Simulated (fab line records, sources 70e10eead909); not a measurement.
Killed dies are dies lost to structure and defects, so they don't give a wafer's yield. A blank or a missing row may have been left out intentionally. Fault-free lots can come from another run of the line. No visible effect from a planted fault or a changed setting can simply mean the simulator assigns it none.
The same fault as seen by 2 desks || flow nand_harc || what lay behind the numbers comes last; until then each desk has only its own

THE METROLOGY DESK
What the gauges read, lot by lot, whatever tool the lot ran on: means of the sampled wafers that have a number. The brackets show how far a lot's mean lies from the usual mean; more than 4 standard deviations puts the lot out of limits, marked OUT.
Columns: A = cd_nm at NHARC_A_M1_CD_MEAS_09, usual 120.3 nm
{"lot": "L872", "first seen here": "day 17 21:57", "A": 120.3}
{"lot": "L874", "first seen here": "day 18 07:00", "A": 120.3}
{"lot": "L876", "first seen here": "day 18 14:49", "A": 120.6}
{"lot": "L877", "first seen here": "day 19 05:02", "A": 120.4}
{"lot": "L878", "first seen here": "day 19 19:06", "A": 120.0}
{"lot": "L880", "first seen here": "day 20 04:39", "A": 120.1}
{"lot": "L883", "first seen here": "day 21 04:07", "A": "127.6 (+18) OUT"}
{"lot": "L885", "first seen here": "day 21 19:47", "A": 120.3}
{"lot": "L888", "first seen here": "day 22 15:13", "A": "126.2 (+14) OUT"}
{"lot": "L890", "first seen here": "day 22 15:22", "A": 120.3}
{"lot": "L891", "first seen here": "day 22 18:29", "A": 120.2}
This desk's verdict: out of limits on L883, L888, starting with L883 at day 21 04:07 (cd_nm at NHARC_A_M1_CD_MEAS_09). Within limits: L872, L874, L876, L877, L878, L880, L885, L890, L891.

FOR THE TOOL OWNER'S DESK: arfi_scanner-02
The tool's own readings at NHARC_A_M1_EXPOSE_06 (exposes mask A M1, target cd 120 nm): means of the sampled wafers that have a number, for each lot that ran on this tool. The brackets show how far a lot's mean lies from the usual mean; more than 4 standard deviations puts the lot out of limits, marked OUT.
Columns: A = exposure_dose_mJ_cm2 at NHARC_A_M1_EXPOSE_06, usual 75.13
{"lot": "L872", "first seen here": "day 17 21:49", "A": 75.08}
{"lot": "L878", "first seen here": "day 19 18:58", "A": 75.18}
{"lot": "L883", "first seen here": "day 21 03:59", "A": "84.48 (+99 or more) OUT"}
{"lot": "L888", "first seen here": "day 22 15:05", "A": "82.57 (+94) OUT"}
This desk's verdict: out of limits on L883, L888, starting with L883 at day 21 03:59 (exposure_dose_mJ_cm2 at NHARC_A_M1_EXPOSE_06). Within limits: L872, L878.

ALL TOGETHER
The tool owner's desk could have raised an alarm at day 21 03:59, on L883, L888.
At day 21 04:07 the metrology desk could have sounded an alarm, on L883, L888.
All the named lots went through NHARC_A_M1_EXPOSE_06 on arfi_scanner-02.

WHAT THE SIMULATOR HAD INSERTED
Drift in process parameters on arfi_scanner-02 at NHARC_A_M1_EXPOSE_06, starting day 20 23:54. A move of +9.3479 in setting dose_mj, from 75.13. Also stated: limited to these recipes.
Struck lots among those shown: L883, L888.
Counting hours from when the fault started, the first reading out of limits came at 4 for the tool owner's desk and at 4 for the metrology desk.
